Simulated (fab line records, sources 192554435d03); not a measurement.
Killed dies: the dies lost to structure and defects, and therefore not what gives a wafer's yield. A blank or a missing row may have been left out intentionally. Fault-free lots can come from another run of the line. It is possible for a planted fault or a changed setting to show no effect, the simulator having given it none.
2 desks, one fault | flow n5-finfet | numbers are kept per desk, each desk with only its own; the story behind them comes last

== DESK OF THE TOOL OWNER: rie-diel-06 ==
The tool's own readings at N5_MOL_CONTACT_COAG_CONTACT_ETCH_14 (etches SiO2 in C4F6/O2, target depth 27.5 nm, overetch 8.5 nm, time 20 s): means of the sampled wafers that have a number, for each lot that ran on this tool. The brackets show how far a lot's mean lies from the usual mean; more than 4 standard deviations puts the lot out of limits, marked OUT.
Columns: A = drypump-motor-current-A at N5_MOL_CONTACT_COAG_CONTACT_ETCH_14, usual 5.6 A; B = oes_o_777_au at N5_MOL_CONTACT_COAG_CONTACT_ETCH_14, usual 0.82 a.u.; C = oes-product-au at N5_MOL_CONTACT_COAG_CONTACT_ETCH_14, usual 0.70 a.u.; D = rf-fwd-power-W at N5_MOL_CONTACT_COAG_CONTACT_ETCH_14, usual 364.3 W; E = rf-vpp-V at N5_MOL_CONTACT_COAG_CONTACT_ETCH_14, usual 692 V; F = showerhead-plenum-p-Torr at N5_MOL_CONTACT_COAG_CONTACT_ETCH_14, usual 2.85 Torr; G = throttle-valve-pct at N5_MOL_CONTACT_COAG_CONTACT_ETCH_14, usual 21.21 %
lot  | first seen here | A   | B    | C    | D               | E             | F    | G
L743 | day 4 16:19     | 5.5 | 0.73 | 0.60 | 363.5           | 690           | 2.77 | 21.35
L744 | day 4 23:13     | 5.4 | 0.76 | 0.64 | 364.7           | 689           | 2.79 | 21.31
L746 | day 5 10:51     | 5.2 | 0.81 | 0.69 | 362.6           | 693           | 2.89 | 21.17
L747 | day 5 21:04     | 5.3 | 0.66 | 0.73 | 275.4 (-47) OUT | 755 (+19) OUT | 2.91 | 21.27
L750 | day 6 12:40     | 5.5 | 0.59 | 0.64 | 275.6 (-47) OUT | 745 (+16) OUT | 2.78 | 21.46
Finding of this desk: L747, L750 out of limits; the first was L747 at day 5 21:04, on rf-fwd-power-W at N5_MOL_CONTACT_COAG_CONTACT_ETCH_14. In limits: L743, L744, L746.

== AT THE METROLOGY DESK ==
What the gauges read for every lot (on any tool): the sampled wafers with a number, averaged. The brackets show how far a lot's mean lies from the usual mean; more than 4 standard deviations puts the lot out of limits, marked OUT. Of its 16 readings 7 are shown: the one that was out of limits first, and those that lie furthest out on some lot.
Columns: A = ION_P at N5_BEOL_M4_RC_MEAS_101, usual 463 uA/um; B = RC_DENSE_N at N5_BEOL_M4_RC_MEAS_101, usual 18.9 ohm.um; C = RC_DENSE_P at N5_BEOL_M4_RC_MEAS_101, usual 23.6 ohm.um; D = RC_N at N5_BEOL_M4_RC_MEAS_101, usual 15.4 ohm.um; E = RC_P at N5_BEOL_M4_RC_MEAS_101, usual 19.3 ohm.um; F = REXT_N at N5_BEOL_M4_RC_MEAS_101, usual 74.9 ohm.um; G = REXT_P at N5_BEOL_M4_RC_MEAS_101, usual 100.6 ohm.um
lot  | first seen here | A   | B              | C              | D              | E              | F               | G
L743 | day 8 04:59     | 449 | 19.3           | 24.7           | 15.7           | 20.1           | 73.9            | 105.8
L744 | day 8 07:29     | 470 | 19.3           | 24.2           | 15.9           | 19.8           | 77.1            | 103.2
L746 | day 8 13:38     | 470 | 18.5           | 23.2           | 15.1           | 19.0           | 75.3            | 100.3
L747 | day 9 05:44     | 452 | 30.8 (+26) OUT | 38.4 (+23) OUT | 25.1 (+26) OUT | 31.5 (+23) OUT | 82.4 (+4.7) OUT | 112.5 (+4.9) OUT
L750 | day 9 21:27     | 440 | 31.8 (+28) OUT | 39.4 (+25) OUT | 26.0 (+29) OUT | 32.0 (+24) OUT | 84.0 (+5.7) OUT | 108.8
L752 | day 10 08:41    | 469 | 18.8           | 23.3           | 15.4           | 18.9           | 74.8            | 101.2
L760 | day 12 09:08    | 463 | 18.2           | 22.7           | 14.9           | 18.6           | 73.2            | 95.4
L761 | day 12 22:08    | 467 | 19.2           | 24.0           | 15.6           | 19.7           | 74.8            | 100.3
L765 | day 14 11:01    | 465 | 18.8           | 22.9           | 15.3           | 18.7           | 74.1            | 101.4
L766 | day 15 03:51    | 468 | 19.2           | 24.0           | 15.7           | 19.6           | 77.8            | 101.2
Per this desk, out of limits: L747, L750; the first was L747, day 9 05:44 (RC_DENSE_N at N5_BEOL_M4_RC_MEAS_101). In limits: L743, L744, L746, L752, L760, L761, L765, L766.

== BROUGHT TOGETHER ==
An alarm could have come from the tool owner's desk at day 5 21:04, on L747, L750.
An alarm was possible from the metrology desk at day 9 05:44, on L747, L750.
Of the lots named, all ran N5_MOL_CONTACT_COAG_CONTACT_ETCH_14 on rie-diel-06.

== WHAT THE SIMULATOR PUT IN ==
Process parameters drifting: rie-diel-06 at N5_MOL_CONTACT_COAG_CONTACT_ETCH_14, beginning at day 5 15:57. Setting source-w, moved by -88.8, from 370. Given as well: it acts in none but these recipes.
Struck lots among those shown: L747, L750.
Time in hours from fault onset to the first out-of-limits reading at each desk: tool owner's desk 5, metrology desk 86.
